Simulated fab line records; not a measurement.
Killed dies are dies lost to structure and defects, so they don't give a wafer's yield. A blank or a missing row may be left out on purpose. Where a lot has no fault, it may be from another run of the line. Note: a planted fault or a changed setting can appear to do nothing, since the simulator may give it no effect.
Split-lot trial + flow n5-finfet + 21 wafers read across 7 lots, on a route 1938 steps long

## ABOUT THE SPLIT
At N5_PASSIVATION_AL_DEP_21 (deposits Al, target thk 2800 nm, time 170 s), the setting time-s was moved away from the recipe's 170 s on 5 of the 21 wafers read, by -11.7% to +13.5%. This setting was run at the recipe's value on the other wafers.

The reading is taken at the split's own step.

## THE READING
Al_of_PASSIVATION_AL_DEP_21.thk-nm (the simulator's own value, which no gauge read), in nm, at N5_PASSIVATION_AL_DEP_21 (deposits Al, target thk 2800 nm, time 170 s). The file gives no usual value for it. The 16 wafers here that ran the recipe average 2810 nm, standard deviation 19 nm.

| wafer  | tool, chamber at the split | time-s as run, s | against the recipe | Al_of_PASSIVATION_AL_DEP_21.thk-nm, nm | against lot-mates on the recipe |
|--------|----------------------------|------------------|--------------------|----------------------------------------|---------------------------------|
| L074.1 | pvd-sputter-02, -          | 170              | recipe             | 2777                                   | -                               |
| L074.2 | pvd-sputter-02, -          | 170              | recipe             | 2794                                   | -                               |
| L074.5 | pvd-sputter-02, -          | 150.1            | -11.7%             | 2462                                   | -324                            |
| L076.3 | pvd-sputter-02, -          | 170              | recipe             | 2824                                   | -                               |
| L076.4 | pvd-sputter-02, -          | 170              | recipe             | 2798                                   | -                               |
| L076.6 | pvd-sputter-02, -          | 170              | recipe             | 2810                                   | -                               |
| L077.4 | pvd-sputter-03, -          | 170              | recipe             | 2838                                   | -                               |
| L077.5 | pvd-sputter-03, -          | 170              | recipe             | 2858                                   | -                               |
| L077.6 | pvd-sputter-03, -          | 170              | recipe             | 2823                                   | -                               |
| L078.2 | pvd-sputter-03, -          | 170              | recipe             | 2798                                   | -                               |
| L078.3 | pvd-sputter-03, -          | 181              | +6.5%              | 3010                                   | +199                            |
| L078.6 | pvd-sputter-03, -          | 170              | recipe             | 2824                                   | -                               |
| L086.1 | pvd-sputter-03, -          | 170              | recipe             | 2812                                   | -                               |
| L086.2 | pvd-sputter-03, -          | 170              | recipe             | 2795                                   | -                               |
| L086.3 | pvd-sputter-03, -          | 170              | recipe             | 2800                                   | -                               |
| L087.2 | pvd-sputter-03, -          | 193              | +13.5%             | 3178                                   | no lot-mate on the recipe       |
| L087.5 | pvd-sputter-03, -          | 193              | +13.5%             | 3175                                   | no lot-mate on the recipe       |
| L087.6 | pvd-sputter-03, -          | 193              | +13.5%             | 3176                                   | no lot-mate on the recipe       |
| L091.2 | pvd-sputter-01, -          | 170              | recipe             | 2801                                   | -                               |
| L091.3 | pvd-sputter-01, -          | 170              | recipe             | 2796                                   | -                               |
| L091.4 | pvd-sputter-01, -          | 170              | recipe             | 2815                                   | -                               |

FIT RESULTS
A straight line over all 21 wafers: Al_of_PASSIVATION_AL_DEP_21.thk-nm changes by +27.9 nm for each +1% of time-s; r = +0.99; the points scatter about the line by 19 nm.
The same after taking each lot's own level away (the mean of its wafers on the recipe; 18 wafers): +28.4 nm for each +1%; r = +0.99; scatter 11 nm.
That fit puts the effect of the largest move of time-s on the reading at 3.8e+02 nm.
Across the lots, their own levels run from 2785.5 to 2839.7 nm, a range of 2.8 times the standard deviation given above.
Hence the lot-to-lot level has little effect on the slope; both slopes agree.
Check: -360 nm against its lot-mates is what the line predicts for one of the wafers moved furthest among these (-11.7%) when that wafer is left out of the fit. Against them it came out at -324 nm.

## FURTHER SPLITS ON THESE WAFERS
Other splits were also applied to these wafers ahead of the reading. Each is held against what the fit with the lots' levels taken away leaves over:
| other split on the same wafers    | wafers away from the commonest value | r with Al_of_PASSIVATION_AL_DEP_21.thk-nm (lot level and that fit taken away) |
|-----------------------------------|--------------------------------------|-------------------------------------------------------------------------------|
| N5_BEOL_M13_COAT_04 spin-rpm      | 7                                    | -0.09                                                                         |
| N5_BEOL_M13_SPUTTER_43 power-w    | 7                                    | -0.02                                                                         |
| N5_BEOL_M14_ILD_DEP_00 time-s     | 8                                    | -0.46                                                                         |
| N5_BEOL_M15_PEB_26 peb-temp-c     | 9                                    | -0.35                                                                         |
| N5_BEOL_M15_ETCH_61 time-s        | 11                                   | +0.21                                                                         |
| N5_MIM_BOT_ETCH_ETCH_04 time-s    | 9                                    | +0.01                                                                         |
| N5_PASSIVATION_VIA_ETCH_13 bias-w | 8                                    | -0.34                                                                         |

## THE FILE'S OWN FIT
Al_of_PASSIVATION_AL_DEP_21.thk-nm changes by +28.4 nm for each +1% of time-s, r = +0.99.
